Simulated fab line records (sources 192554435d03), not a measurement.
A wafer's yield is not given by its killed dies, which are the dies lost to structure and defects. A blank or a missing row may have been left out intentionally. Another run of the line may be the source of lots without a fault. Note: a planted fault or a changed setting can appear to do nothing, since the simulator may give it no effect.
A struck lot beside a sound one	flow n5 finfet	16 out of 1938 route steps
Sound: wafers L833.1, L833.5, L833.6. Wafers L842.1, L842.3, L842.4 were the ones struck. Last of all comes the cause.
At each step with rows: each side's tool, then ch and its chambers, then its first start. Under that, the readings that differ: sound wafers	struck wafers	difference of the means	sigmas: that difference in standard deviations of wafers without a fault.
alike: words and numbers the same on both sides, and readings whose means are apart by under 2 such deviations; not compared: readings that were withheld, readings missing a value for some wafer, numbers with overlapping values and no deviation given by the record, and bounds like >300 which may hide the same value.
Wherever a step has rows on one side only, a row that says differs or no value, or a row with sigmas, the two part there. Numbers that have no deviation but don't overlap get no sigmas and don't part them. A reading missing from all wafers of one side parts the sides only when that side holds two or more wafers.

N5_BEOL_M1_CMP_52: polishes, stops on SiOC, t overpolish 6.8 s, target thk 40 nm.
  sound on cmp-01 ch 2,3, day 8 00:41; struck on cmp-03 ch 0,2,3, day 10 03:13
reading	sound	struck	difference	sigmas
motor current A (A)	8.0 7.6 7.8	5.5 6.0 4.9	-2.3	-3
  alike: barrier field endpoint s, overpolish run s, time to endpoint s
N5_BEOL_M1_THK_MEAS_53: measures by xrf.
  struck on film metro-02, day 10 03:29; sound on film metro-02, day 8 00:56
  alike: M1_THK
N5_BEOL_M1_PRE_CLEAN_60: time 15 s.
  sound on cvd co-01 ch 0,1, day 8 00:59; struck on cvd co-02 ch 0,1,2, day 10 03:31
  alike: heater power w, rf fwd power W
then, 2 steps without rows for these wafers: N5_BEOL_M1_CO_CAP_55 (material Co, precursor CCTBA/H2, target thk 2 nm, time 102.1 s); N5_BEOL_M1_PRE_CLEAN_56 (time 15 s).
N5_BEOL_M1_DEP_57: deposits SiCN from 3MS/NH3, target thk 8 nm, time 14 s.
  sound on pecvd-04 ch 0,1,2, day 8 01:08; struck on pecvd-04 ch 0,1, day 10 03:41
  alike: chamber pressure Torr, rf fwd power W, showerhead plenum p Torr, throttle valve pct
N5_BEOL_M1_RS_MEAS_58: uses a four-point probe to measure.
  struck on film metro-02, day 10 03:44; sound on film metro-02, day 8 01:12
  alike: M1_RS
N5_BEOL_M1_INSPECT_59: inspects for defects (darkfield).
  struck on defect inspect-02, day 10 03:46; sound on defect inspect-02, day 8 01:14
  alike: raw defect count
then, 1 step without rows for these wafers: N5_BEOL_M2_ILD_DEP_00 (deposits SiOC from DEMS/O2, target thk 79 nm, time 15.3 s).
N5_BEOL_M2_THK_MEAS_01:
  struck on film metro-02, day 10 03:53; sound on film metro-02, day 8 01:20
  alike: M2_ILD_THK
N5_BEOL_M2_PECVD_72: deposits SiO2 from TEOS/O2, target thk 16 nm, time 18 s.
  sound on pecvd-03 ch 0,1, day 8 01:22; struck on pecvd-04 ch 0,2, day 10 03:56
  alike: chamber pressure Torr, heater power w, rf fwd power W, showerhead plenum p Torr, throttle valve pct
N5_BEOL_M2_HM_DEP_02: deposits TiN, target thk 20 nm.
  struck on pvd sputter-02, day 10 05:11; sound on pvd sputter-02, day 8 01:26
  alike: throttle valve pct
N5_BEOL_M2_COAT_61: time 60 s, resist thk 60 nm.
  sound on litho track-03 ch 0, day 8 01:33; struck on litho track-03 ch 0, day 10 05:19
reading	sound	struck	difference	sigmas
heater power total W (W)	503.2 498.1 503.2	515.4 512.7 509.5	+11.0	+6
plate temp C (C)	249.84 250.00 249.96	254.85 255.16 254.83	+5.01	+29
then, 1 step without rows for these wafers: N5_BEOL_M2_COAT_62 (time 60 s, resist thk 12 nm).
-- the record jumps here: 2 days lie between the struck wafers' starts before and after (it left off in module BEOL_M2 and takes up again in module BEOL_M4, whose first step shown is number 1111 of the route) --
N5_BEOL_M4_RC_MEAS_101:
  sound on prober-02 ch 0, day 9 08:48; struck on prober-01 ch 0, day 12 10:06
reading	sound	struck	difference	sigmas
IOFF_P (nA/um)	0.26 0.30 0.28	0.19 0.14 0.22	-0.10	-2
  alike: DIBL_N, DIBL_P, IOFF_N, ION_N, ION_P, SS_N, SS_P, VT_N, VT_P
-- the record jumps here: 5 days lie between the struck wafers' starts before and after (it left off in module BEOL_M4 and takes up again in module PASSIVATION, whose first step shown is number 1936 of the route) --
N5_PASSIVATION_PROBE_49:
  rows exist in the record for the struck wafers here (prober-01, day 17 02:33), but not for the sound ones

## WHERE THEY PART
Earliest at N5_BEOL_M1_CMP_52; latest, in this record, at N5_PASSIVATION_PROBE_49.

WHY: whatever the simulator had introduced
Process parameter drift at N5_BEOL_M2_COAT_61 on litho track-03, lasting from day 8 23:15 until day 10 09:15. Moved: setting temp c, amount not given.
